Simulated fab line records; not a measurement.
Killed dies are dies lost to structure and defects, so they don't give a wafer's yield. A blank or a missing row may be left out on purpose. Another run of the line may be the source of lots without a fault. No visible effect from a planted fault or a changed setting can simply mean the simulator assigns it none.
fab line records | flow n5-finfet
record: lots: 5 wafers: 15 last-day: 18
route steps=1938 shown BEOL_M4@1084
lots with no fault: from the same line, run without faults
start-h: start of the lot's first displayed wafer, in hours after the record's first day | wait-h: hours since the lot's step before | " identical to the entry in the row above | L1.1+2: a single row standing in for several wafers | - either no value or no given start | * or withheld: withheld | < > ~ a bound
route shown NAME@n: names a module that has steps shown in the file, with the first one's number in the route | usual: mean and standard deviation over wafers with no fault | same: alike in all rows | chamber/n: place in a boat | sites: each site's reading | _std_site: standard deviation of those values | _edge_site: inner sites' mean taken away from outer sites' mean | radius-mm: for every site, how far away it sits from the centre of the wafer | mask NAME#n: copy n | behind: the last tool/chamber to shape the wafer | hold: the reason the lot was held/the length of the hold in hours/how it ended | device: names the non-switching transistor (n, p or np) | end of line: the tests these same wafers got at the end of their route | for a step that has no rows: nothing shown but its recipe | killed: the dies lost at the first sort to structure and to defects; this is not the yield of the wafer | map: per-die view of a wafer (x killed, . not killed, _ where there is no die)
set.NAME: the setting that was run; set.NAME@STEP: the one run at that earlier step | model.NAME: the simulator's own value behind a step, which no gauge read
certain route steps with their lots: each step a table, each wafer a row
services: a tool's chamber out of use, with start hour (start-h, from the record's first day; less than 0 if before it), hours out, and reason
== steps ==
step: N5_BEOL_M4_SPUTTER_48
recipe: material: Cu target-thk-a: 45 temp-c: -20 chamber-pressure-pa: 0.07 power-w: withheld time-s: 8.29
usual: susceptor-temp-C: -20.00/0.097 throttle-valve-pct: 29.9/0.82
columns lot.wafer tool chamber start-h wait-h susceptor-temp-C throttle-valve-pct
L077.1 pvd-sputter-01 - 205.79 0.3 -19.97 29.0
L077.3 " - " " -20.11 31.2
L077.4 " - " " -20.06 30.6
L079.1 pvd-sputter-01 - 211.97 0.1 -19.90 30.4
L079.5 " - " " -19.84 28.9
L079.6 " - " " -20.08 30.2
L083.1 pvd-sputter-03 - 221.83 0.1 -19.95 31.6
L083.2 " - " " -19.96 29.1
L083.4 " - " " -20.03 28.0
L081.2 pvd-sputter-03 - 241.09 0.3 -19.82 29.7
L081.3 " - " " -20.13 31.2
L081.6 " - " " -19.91 29.0
L096.3 pvd-sputter-02 - 328.63 0.1 -19.97 29.8
L096.5 " - " " -20.09 30.6
L096.6 " - " " -19.93 30.0
step: N5_BEOL_M4_ANNEAL_49
recipe: temp-c: 400 time-s: 240 ambient: vacuum
usual: heater-power-w: 807/67 susceptor-temp-C: 400.03/0.22
columns lot.wafer tool chamber start-h wait-h heater-power-w susceptor-temp-C
L077.1 pvd-sputter-01 - 205.87 0.0 759 399.91
L077.3 " - " " 870 400.31
L077.4 " - " " 813 399.76
L079.1 pvd-sputter-01 - 212.05 0.0 813 400.40
L079.5 " - " " 762 399.90
L079.6 " - " " 784 400.15
L083.1 pvd-sputter-03 - 221.91 0.0 770 400.01
L083.2 " - " " 775 400.24
L083.4 " - " " 852 400.48
L081.2 pvd-sputter-03 - 241.17 0.0 939 400.32
L081.3 " - " " 740 399.72
L081.6 " - " " 794 399.94
L096.3 pvd-sputter-02 - 328.71 0.0 783 400.16
L096.5 " - " " 766 399.97
L096.6 " - " " 917 399.87
step: N5_BEOL_M4_SPUTTER_79
recipe: material: Cu target-thk-a: 45 temp-c: -20 chamber-pressure-pa: 0.07 power-w: withheld time-s: 8.29
usual: susceptor-temp-C: -19.99/0.11 throttle-valve-pct: 29.9/0.82
columns lot.wafer tool chamber start-h wait-h susceptor-temp-C throttle-valve-pct
L077.1 pvd-sputter-01 - 206.01 0.1 -19.97 29.0
L077.3 " - " " -20.00 30.7
L077.4 " - " " -19.90 30.5
L079.1 pvd-sputter-01 - 212.19 0.1 -20.06 30.5
L079.5 " - " " -19.87 29.1
L079.6 " - " " -19.81 30.3
L083.1 pvd-sputter-03 - 222.05 0.1 -20.17 31.4
L083.2 " - " " -19.83 28.8
L083.4 " - " " -20.09 28.0
L081.2 pvd-sputter-03 - 241.31 0.1 -20.12 29.8
L081.3 " - " " -19.95 31.3
L081.6 " - " " -20.09 29.1
L096.3 pvd-sputter-02 - 328.85 0.1 -19.84 29.6
L096.5 " - " " -19.98 30.5
L096.6 " - " " -20.05 29.8
step: N5_BEOL_M4_ANNEAL_80
recipe: temp-c: 400 time-s: 240 ambient: vacuum
usual: heater-power-w: 808/66 susceptor-temp-C: 400.01/0.22
columns lot.wafer tool chamber start-h wait-h heater-power-w susceptor-temp-C
L077.1 pvd-sputter-01 - 206.09 0.0 737 399.71
L077.3 " - " " 857 399.83
L077.4 " - " " 799 400.11
L079.1 pvd-sputter-01 - 212.27 0.0 822 399.82
L079.5 " - " " 746 399.77
L079.6 " - " " 811 399.71
L083.1 pvd-sputter-03 - 222.13 0.0 719 400.02
L083.2 " - " " 816 400.01
L083.4 " - " " 854 400.03
L081.2 pvd-sputter-03 - 241.39 0.0 945 399.98
L081.3 " - " " 753 400.31
L081.6 " - " " 799 400.22
L096.3 pvd-sputter-02 - 328.93 0.0 783 399.69
L096.5 " - " " 773 400.09
L096.6 " - " " 940 400.25
step: N5_BEOL_M4_SPUTTER_81
recipe: material: Cu target-thk-a: 45 temp-c: -20 chamber-pressure-pa: 0.07 power-w: withheld time-s: 8.29
usual: susceptor-temp-C: -19.99/0.11 throttle-valve-pct: 29.9/0.84
columns lot.wafer tool chamber start-h wait-h susceptor-temp-C throttle-valve-pct
L077.1 pvd-sputter-01 - 206.23 0.1 -19.97 29.1
L077.3 " - " " -19.74 30.7
L077.4 " - " " -20.17 30.7
L079.1 pvd-sputter-01 - 212.41 0.1 -20.02 30.5
L079.5 " - " " -19.92 29.1
L079.6 " - " " -19.92 30.0
L083.1 pvd-sputter-03 - 222.27 0.1 -20.03 31.4
L083.2 " - " " -19.96 29.2
L083.4 " - " " -20.12 28.2
L081.2 pvd-sputter-03 - 241.53 0.1 -20.13 29.7
L081.3 " - " " -20.17 31.4
L081.6 " - " " -19.99 29.0
L096.3 pvd-sputter-02 - 329.07 0.1 -20.03 29.9
L096.5 " - " " -19.90 30.5
L096.6 " - " " -20.05 30.1
step: N5_BEOL_M4_ANNEAL_82
recipe: temp-c: 400 time-s: 240 ambient: vacuum
usual: heater-power-w: 808/67 susceptor-temp-C: 400.02/0.2
columns lot.wafer tool chamber start-h wait-h heater-power-w susceptor-temp-C
L077.1 pvd-sputter-01 - 206.31 0.0 741 400.07
L077.3 " - " " 858 399.85
L077.4 " - " " 798 399.80
L079.1 pvd-sputter-01 - 212.49 0.0 803 400.15
L079.5 " - " " 763 399.94
L079.6 " - " " 797 399.71
L083.1 pvd-sputter-03 - 222.35 0.0 745 400.27
L083.2 " - " " 810 400.14
L083.4 " - " " 843 399.99
L081.2 pvd-sputter-03 - 241.61 0.0 950 400.07
L081.3 " - " " 742 400.11
L081.6 " - " " 811 399.82
L096.3 pvd-sputter-02 - 329.15 0.0 778 399.98
L096.5 " - " " 751 400.02
L096.6 " - " " 919 399.91
step: N5_BEOL_M4_SPUTTER_86
recipe: material: Cu target-thk-a: 45 temp-c: -20 chamber-pressure-pa: 0.07 power-w: withheld time-s: 8.29
usual: susceptor-temp-C: -20.00/0.12 throttle-valve-pct: 29.9/0.83
columns lot.wafer tool chamber start-h wait-h susceptor-temp-C throttle-valve-pct
L077.1 pvd-sputter-01 - 206.45 0.1 -19.78 28.9
L077.3 " - " " -20.02 30.7
L077.4 " - " " -20.09 30.5
L079.1 pvd-sputter-01 - 212.63 0.1 -19.89 30.5
L079.5 " - " " -19.95 29.3
L079.6 " - " " -20.18 30.3
L083.1 pvd-sputter-03 - 222.49 0.1 -20.20 31.3
L083.2 " - " " -20.23 28.7
L083.4 " - " " -19.98 28.0
L081.2 pvd-sputter-03 - 241.75 0.1 -19.99 30.0
L081.3 " - " " -20.22 31.4
L081.6 " - " " -20.00 29.1
L096.3 pvd-sputter-02 - 329.29 0.1 -20.12 29.8
L096.5 " - " " -19.99 30.5
L096.6 " - " " -19.86 30.1
step: N5_BEOL_M4_ANNEAL_87
recipe: temp-c: 400 time-s: 240 ambient: vacuum
usual: heater-power-w: 810/67 susceptor-temp-C: 399.97/0.21
columns lot.wafer tool chamber start-h wait-h heater-power-w susceptor-temp-C
L077.1 pvd-sputter-01 - 206.53 0.0 753 400.21
L077.3 " - " " 880 399.85
L077.4 " - " " 816 400.00
L079.1 pvd-sputter-01 - 212.71 0.0 831 400.38
L079.5 " - " " 744 399.66
L079.6 " - " " 825 399.74
L083.1 pvd-sputter-03 - 222.57 0.0 769 399.88
L083.2 " - " " 796 399.86
L083.4 " - " " 858 399.84
L081.2 pvd-sputter-03 - 241.83 0.0 921 400.07
L081.3 " - " " 780 399.43
L081.6 " - " " 814 400.43
L096.3 pvd-sputter-02 - 329.37 0.0 763 399.65
L096.5 " - " " 774 399.77
L096.6 " - " " 937 399.93
step: N5_BEOL_M4_SPUTTER_88
recipe: material: Cu target-thk-a: 45 temp-c: -20 chamber-pressure-pa: 0.07 power-w: withheld time-s: 8.29
usual: susceptor-temp-C: -20.00/0.1 throttle-valve-pct: 29.9/0.84
columns lot.wafer tool chamber start-h wait-h susceptor-temp-C throttle-valve-pct
L077.1 pvd-sputter-01 - 206.67 0.1 -19.97 28.9
L077.3 " - " " -19.98 30.8
L077.4 " - " " -19.94 30.6
L079.1 pvd-sputter-01 - 212.85 0.1 -20.03 30.7
L079.5 " - " " -20.09 29.1
L079.6 " - " " -20.02 30.4
L083.1 pvd-sputter-03 - 222.71 0.1 -20.02 31.3
L083.2 " - " " -20.07 29.1
L083.4 " - " " -20.11 28.1
L081.2 pvd-sputter-03 - 241.97 0.1 -20.14 29.6
L081.3 " - " " -20.15 31.5
L081.6 " - " " -20.03 29.0
L096.3 pvd-sputter-02 - 329.51 0.1 -19.93 29.7
L096.5 " - " " -20.04 30.4
L096.6 " - " " -20.04 30.0
step: N5_BEOL_M4_ANNEAL_89
recipe: temp-c: 400 time-s: 240 ambient: vacuum
usual: heater-power-w: 808/67 susceptor-temp-C: 400.00/0.22
columns lot.wafer tool chamber start-h wait-h heater-power-w susceptor-temp-C
L077.1 pvd-sputter-01 - 206.75 0.0 760 399.99
L077.3 " - " " 855 399.73
L077.4 " - " " 839 400.11
L079.1 pvd-sputter-01 - 212.93 0.0 815 400.30
L079.5 " - " " 743 400.20
L079.6 " - " " 805 400.22
L083.1 pvd-sputter-03 - 222.79 0.0 744 399.66
L083.2 " - " " 794 400.16
L083.4 " - " " 839 400.18
L081.2 pvd-sputter-03 - 242.05 0.0 930 399.99
L081.3 " - " " 746 399.98
L081.6 " - " " 798 400.21
L096.3 pvd-sputter-02 - 329.59 0.0 792 400.27
L096.5 " - " " 753 399.71
L096.6 " - " " 906 399.68
step: N5_BEOL_M4_SPUTTER_90
recipe: material: Cu target-thk-a: 45 temp-c: -20 chamber-pressure-pa: 0.07 power-w: withheld time-s: 8.29
usual: susceptor-temp-C: -19.99/0.1 throttle-valve-pct: 29.9/0.83
columns lot.wafer tool chamber start-h wait-h susceptor-temp-C throttle-valve-pct
L077.1 pvd-sputter-01 - 206.89 0.1 -19.78 29.3
L077.3 " - " " -19.98 31.0
L077.4 " - " " -20.10 30.9
L079.1 pvd-sputter-01 - 213.07 0.1 -20.10 30.6
L079.5 " - " " -19.93 29.1
L079.6 " - " " -20.14 30.2
L083.1 pvd-sputter-03 - 222.93 0.1 -19.78 31.5
L083.2 " - " " -20.05 29.1
L083.4 " - " " -20.09 28.0
L081.2 pvd-sputter-03 - 242.19 0.1 -19.91 29.6
L081.3 " - " " -20.01 31.6
L081.6 " - " " -20.04 29.2
L096.3 pvd-sputter-02 - 329.73 0.1 -19.87 29.9
L096.5 " - " " -20.04 30.2
L096.6 " - " " -20.02 29.7
step: N5_BEOL_M4_ANNEAL_91
recipe: temp-c: 400 time-s: 240 ambient: vacuum
usual: heater-power-w: 807/65 susceptor-temp-C: 399.98/0.22
columns lot.wafer tool chamber start-h wait-h heater-power-w susceptor-temp-C
L077.1 pvd-sputter-01 - 206.97 0.0 737 400.05
L077.3 " - " " 859 400.08
L077.4 " - " " 816 399.75
L079.1 pvd-sputter-01 - 215.98 2.9 808 399.49
L079.5 " - " " 743 399.90
L079.6 " - " " 790 400.19
L083.1 pvd-sputter-03 - 223.01 0.0 750 400.16
L083.2 " - " " 805 400.10
L083.4 " - " " 847 400.15
L081.2 pvd-sputter-03 - 242.27 0.0 906 400.05
L081.3 " - " " 743 399.64
L081.6 " - " " 779 400.23
L096.3 pvd-sputter-02 - 329.81 0.0 766 399.92
L096.5 " - " " 773 399.80
L096.6 " - " " 922 400.05
step: N5_BEOL_M4_SPUTTER_92
recipe: material: Cu target-thk-a: 45 temp-c: -20 chamber-pressure-pa: 0.07 power-w: withheld time-s: 8.29
usual: susceptor-temp-C: -20.01/0.11 throttle-valve-pct: 29.9/0.82
columns lot.wafer tool chamber start-h wait-h susceptor-temp-C throttle-valve-pct
L077.1 pvd-sputter-01 - 207.11 0.1 -20.02 28.9
L077.3 " - " " -19.95 31.0
L077.4 " - " " -19.98 30.6
L079.1 pvd-sputter-01 - 216.12 0.1 -20.08 30.7
L079.5 " - " " -20.02 29.1
L079.6 " - " " -20.12 30.4
L083.1 pvd-sputter-03 - 223.15 0.1 -19.96 31.5
L083.2 " - " " -20.15 28.9
L083.4 " - " " -19.77 28.1
L081.2 pvd-sputter-03 - 242.41 0.1 -19.94 29.7
L081.3 " - " " -19.95 31.5
L081.6 " - " " -20.01 29.3
L096.3 pvd-sputter-02 - 329.95 0.1 -20.14 29.9
L096.5 " - " " -20.12 30.4
L096.6 " - " " -20.16 30.0
== services ==
columns tool chamber start-h hours kind
pvd-sputter-01 - 312.40 8.6 repair
== key ==
fault none
